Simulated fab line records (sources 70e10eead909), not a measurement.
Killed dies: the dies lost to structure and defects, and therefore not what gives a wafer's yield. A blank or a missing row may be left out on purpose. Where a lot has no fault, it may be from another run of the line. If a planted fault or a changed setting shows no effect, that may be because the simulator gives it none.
The tool behind it: which one? / flow nand harc / 72 wafers from 24 lots sampled at 3 of the route's 1159 steps

## WHAT EACH GAUGE READ, for each wafer
NHARC_P_CONTACT_INSPECT_27. Usual: raw defect count at 275, with a standard deviation of 120.
lot=L074; measured=day 5 12:26; on=defect inspect-02; raw defect count=208 174 218; flag=
lot=L076; measured=day 5 21:50; on=defect inspect-01; raw defect count=275 250 211; flag=
lot=L075; measured=day 5 22:22; on=defect inspect-01; raw defect count=151 522 208; flag=
lot=L078; measured=day 6 15:15; on=defect inspect-01; raw defect count=208 331 222; flag=
lot=L077; measured=day 6 15:47; on=defect inspect-02; raw defect count=123 107 101; flag=
lot=L079; measured=day 7 01:32; on=defect inspect-01; raw defect count=330 217 604; flag=
lot=L081; measured=day 7 06:37; on=defect inspect-02; raw defect count=212 204 200; flag=
lot=L080; measured=day 7 07:17; on=defect inspect-02; raw defect count=291 260 232; flag=
lot=L083; measured=day 7 23:01; on=defect inspect-02; raw defect count=185 260 234; flag=
lot=L082; measured=day 7 23:34; on=defect inspect-01; raw defect count=283 478 234; flag=
lot=L084; measured=day 8 05:17; on=defect inspect-02; raw defect count=246 238 187; flag=
lot=L086; measured=day 9 01:21; on=defect inspect-01; raw defect count=468 372 262; flag=
lot=L088; measured=day 9 01:23; on=defect inspect-02; raw defect count=218 394 157; flag=
lot=L087; measured=day 9 01:54; on=defect inspect-01; raw defect count=286 413 392; flag=
lot=L085; measured=day 9 04:34; on=defect inspect-02; raw defect count=556 622 404; flag=
lot=L089; measured=day 9 11:15; on=defect inspect-02; raw defect count=275 222 442; flag=
lot=L090; measured=day 10 01:41; on=defect inspect-02; raw defect count=178 180 143; flag=
lot=L092; measured=day 10 01:28; on=defect inspect-02; raw defect count=282 269 231; flag=
lot=L091; measured=day 10 02:02; on=defect inspect-01; raw defect count=373 395 226; flag=
lot=L093; measured=day 10 09:12; on=defect inspect-01; raw defect count=358 175 73; flag=
lot=L094; measured=day 10 19:40; on=defect inspect-01; raw defect count=249 360 240; flag=
lot=L097; measured=day 11 04:12; on=defect inspect-01; raw defect count=155 283 232; flag=
lot=L095; measured=day 11 04:44; on=defect inspect-02; raw defect count=292 138 171; flag=
lot=L096; measured=day 11 05:42; on=defect inspect-02; raw defect count=207 228 159; flag=

NHARC_P_M0_CD_MEAS_09: the cd target is 90 nm. Usual: cd nm at 89.9 nm, with a standard deviation of 0.69.
lot=L074; measured=day 5 13:17; on=cd sem-03; cd nm (nm)=90.5 89.9 90.9; flag=
lot=L076; measured=day 5 22:44; on=cd sem-03; cd nm (nm)=91.5 90.1 89.7; flag=
lot=L075; measured=day 5 23:16; on=cd sem-03; cd nm (nm)=89.9 89.3 89.4; flag=
lot=L078; measured=day 6 16:08; on=cd sem-02; cd nm (nm)=89.9 90.6 89.1; flag=
lot=L077; measured=day 6 16:43; on=cd sem-02; cd nm (nm)=89.6 89.6 89.4; flag=
lot=L079; measured=day 7 02:27; on=cd sem-02; cd nm (nm)=90.8 90.7 90.6; flag=
lot=L081; measured=day 7 07:32; on=cd sem-03; cd nm (nm)=89.6 90.5 91.5; flag=
lot=L080; measured=day 7 08:11; on=cd sem-01; cd nm (nm)=90.3 90.0 90.7; flag=
lot=L083; measured=day 8 00:02; on=cd sem-01; cd nm (nm)=89.9 88.5 90.1; flag=
lot=L082; measured=day 8 00:28; on=cd sem-03; cd nm (nm)=88.6 90.4 90.3; flag=
lot=L084; measured=day 8 06:13; on=cd sem-03; cd nm (nm)=88.3 90.1 88.8; flag=
lot=L086; measured=day 9 02:15; on=cd sem-03; cd nm (nm)=89.5 90.1 90.4; flag=
lot=L088; measured=day 9 02:25; on=cd sem-02; cd nm (nm)=90.5 90.3 90.0; flag=
lot=L087; measured=day 9 02:41; on=cd sem-02; cd nm (nm)=88.6 89.1 88.8; flag=
lot=L085; measured=day 9 05:22; on=cd sem-02; cd nm (nm)=89.5 89.4 89.5; flag=
lot=L089; measured=day 9 12:02; on=cd sem-01; cd nm (nm)=89.5 88.6 88.8; flag=
lot=L090; measured=day 10 02:35; on=cd sem-02; cd nm (nm)=89.9 90.0 90.4; flag=
lot=L092; measured=day 10 02:23; on=cd sem-01; cd nm (nm)=90.5 90.6 89.6; flag=
lot=L091; measured=day 10 02:58; on=cd sem-01; cd nm (nm)=90.2 90.8 89.7; flag=
lot=L093; measured=day 10 10:06; on=cd sem-02; cd nm (nm)=89.8 89.7 89.7; flag=
lot=L094; measured=day 10 20:26; on=cd sem-02; cd nm (nm)=90.3 90.1 90.8; flag=
lot=L097; measured=day 11 05:06; on=cd sem-03; cd nm (nm)=90.4 90.7 90.5; flag=
lot=L095; measured=day 11 05:38; on=cd sem-03; cd nm (nm)=90.0 89.7 90.0; flag=
lot=L096; measured=day 11 06:29; on=cd sem-01; cd nm (nm)=89.8 90.4 88.6; flag=

## EACH LOT AND THE TOOL THAT RAN IT (in order: tool; ch and the chambers of the sampled wafers; start)
lot=L074; NHARC_P_CONTACT_PVD_32=pvd sputter-01, day 5 12:26 or earlier
lot=L076; NHARC_P_CONTACT_PVD_32=pvd sputter-02, day 5 21:50 or earlier
lot=L075; NHARC_P_CONTACT_PVD_32=pvd sputter-03, day 5 22:22 or earlier
lot=L078; NHARC_P_CONTACT_PVD_32=pvd sputter-02, day 6 15:15 or earlier
lot=L077; NHARC_P_CONTACT_PVD_32=pvd sputter-01, day 6 15:47 or earlier
lot=L079; NHARC_P_CONTACT_PVD_32=pvd sputter-02, day 7 01:32 or earlier
lot=L081; NHARC_P_CONTACT_PVD_32=pvd sputter-02, day 7 06:37 or earlier
lot=L080; NHARC_P_CONTACT_PVD_32=pvd sputter-03, day 7 07:17 or earlier
lot=L083; NHARC_P_CONTACT_PVD_32=pvd sputter-02, day 7 23:01 or earlier
lot=L082; NHARC_P_CONTACT_PVD_32=pvd sputter-03, day 7 23:34 or earlier
lot=L084; NHARC_P_CONTACT_PVD_32=pvd sputter-01, day 8 05:17 or earlier
lot=L086; NHARC_P_CONTACT_PVD_32=pvd sputter-03, day 9 01:21 or earlier
lot=L088; NHARC_P_CONTACT_PVD_32=pvd sputter-01, day 9 01:23 or earlier
lot=L087; NHARC_P_CONTACT_PVD_32=pvd sputter-03, day 9 01:54 or earlier
lot=L085; NHARC_P_CONTACT_PVD_32=pvd sputter-02, day 9 04:34 or earlier
lot=L089; NHARC_P_CONTACT_PVD_32=pvd sputter-01, day 9 11:15 or earlier
lot=L090; NHARC_P_CONTACT_PVD_32=pvd sputter-01, day 10 01:41 or earlier
lot=L092; NHARC_P_CONTACT_PVD_32=pvd sputter-03, day 10 01:28 or earlier
lot=L091; NHARC_P_CONTACT_PVD_32=pvd sputter-01, day 10 02:02 or earlier
lot=L093; NHARC_P_CONTACT_PVD_32=pvd sputter-01, day 10 09:12 or earlier
lot=L094; NHARC_P_CONTACT_PVD_32=pvd sputter-03, day 10 19:40 or earlier
lot=L097; NHARC_P_CONTACT_PVD_32=pvd sputter-03, day 11 04:12 or earlier
lot=L095; NHARC_P_CONTACT_PVD_32=pvd sputter-01, day 11 04:44 or earlier
lot=L096; NHARC_P_CONTACT_PVD_32=pvd sputter-02, day 11 05:42 or earlier
- NHARC_P_CONTACT_PVD_32: deposits Ti, target thk 5 nm, time 17.7 s.

## WHAT THE TOOLS THEMSELVES READ (means of the sampled wafers that have a number; where no wafer has one, the mark that the record gives instead)
NHARC_P_CONTACT_PVD_32. Usual: cathode dc power W 5000.0 W, standard deviation 0.95; throttle valve pct 29.7 %, standard deviation 0.87.
lot=L074; tool=pvd sputter-01; cathode dc power W (W)=4999.4; throttle valve pct (%)=30.1; flag=
lot=L076; tool=pvd sputter-02; cathode dc power W (W)=5000.7; throttle valve pct (%)=29.5; flag=
lot=L075; tool=pvd sputter-03; cathode dc power W (W)=5001.5; throttle valve pct (%)=30.1; flag=
lot=L078; tool=pvd sputter-02; cathode dc power W (W)=4999.8; throttle valve pct (%)=29.7; flag=
lot=L077; tool=pvd sputter-01; cathode dc power W (W)=4999.5; throttle valve pct (%)=29.6; flag=
lot=L079; tool=pvd sputter-02; cathode dc power W (W)=4999.9; throttle valve pct (%)=29.3; flag=
lot=L081; tool=pvd sputter-02; cathode dc power W (W)=4998.7; throttle valve pct (%)=29.3; flag=
lot=L080; tool=pvd sputter-03; cathode dc power W (W)=4999.7; throttle valve pct (%)=29.9; flag=
lot=L083; tool=pvd sputter-02; cathode dc power W (W)=4999.7; throttle valve pct (%)=29.6; flag=
lot=L082; tool=pvd sputter-03; cathode dc power W (W)=4999.7; throttle valve pct (%)=29.1; flag=
lot=L084; tool=pvd sputter-01; cathode dc power W (W)=5000.3; throttle valve pct (%)=28.8; flag=
lot=L086; tool=pvd sputter-03; cathode dc power W (W)=4999.2; throttle valve pct (%)=30.0; flag=
lot=L088; tool=pvd sputter-01; cathode dc power W (W)=5000.6; throttle valve pct (%)=29.3; flag=
lot=L087; tool=pvd sputter-03; cathode dc power W (W)=5000.7; throttle valve pct (%)=29.2; flag=
lot=L085; tool=pvd sputter-02; cathode dc power W (W)=5000.3; throttle valve pct (%)=29.7; flag=
lot=L089; tool=pvd sputter-01; cathode dc power W (W)=4999.8; throttle valve pct (%)=30.6; flag=
lot=L090; tool=pvd sputter-01; cathode dc power W (W)=5000.0; throttle valve pct (%)=29.7; flag=
lot=L092; tool=pvd sputter-03; cathode dc power W (W)=5000.3; throttle valve pct (%)=29.2; flag=
lot=L091; tool=pvd sputter-01; cathode dc power W (W)=4999.6; throttle valve pct (%)=29.5; flag=
lot=L093; tool=pvd sputter-01; cathode dc power W (W)=4999.4; throttle valve pct (%)=30.0; flag=
lot=L094; tool=pvd sputter-03; cathode dc power W (W)=4999.7; throttle valve pct (%)=29.2; flag=
lot=L097; tool=pvd sputter-03; cathode dc power W (W)=5001.2; throttle valve pct (%)=29.9; flag=
lot=L095; tool=pvd sputter-01; cathode dc power W (W)=5000.3; throttle valve pct (%)=30.0; flag=
lot=L096; tool=pvd sputter-02; cathode dc power W (W)=4999.8; throttle valve pct (%)=30.2; flag=

## THE ANSWER, worked out from the rows above alone
Rule: lot off if the mean of its wafers having a number is beyond 3 standard deviations from the usual mean. A lot without any number at a reading at which 4 lots or more have one is off too. Where the step has rows for the other lots, those lots are counted as sound. The gauges are gone through in route order, then the tools' own readings, and for those a lot's mean is taken as printed above. The first step at which some lot is off is used, and at that step the reading that is off furthest; a lot without a number counts as furthest.
Across all readings shown, no lot is off: no conclusion can be drawn from this.

## WHAT THE SIMULATOR PUT IN
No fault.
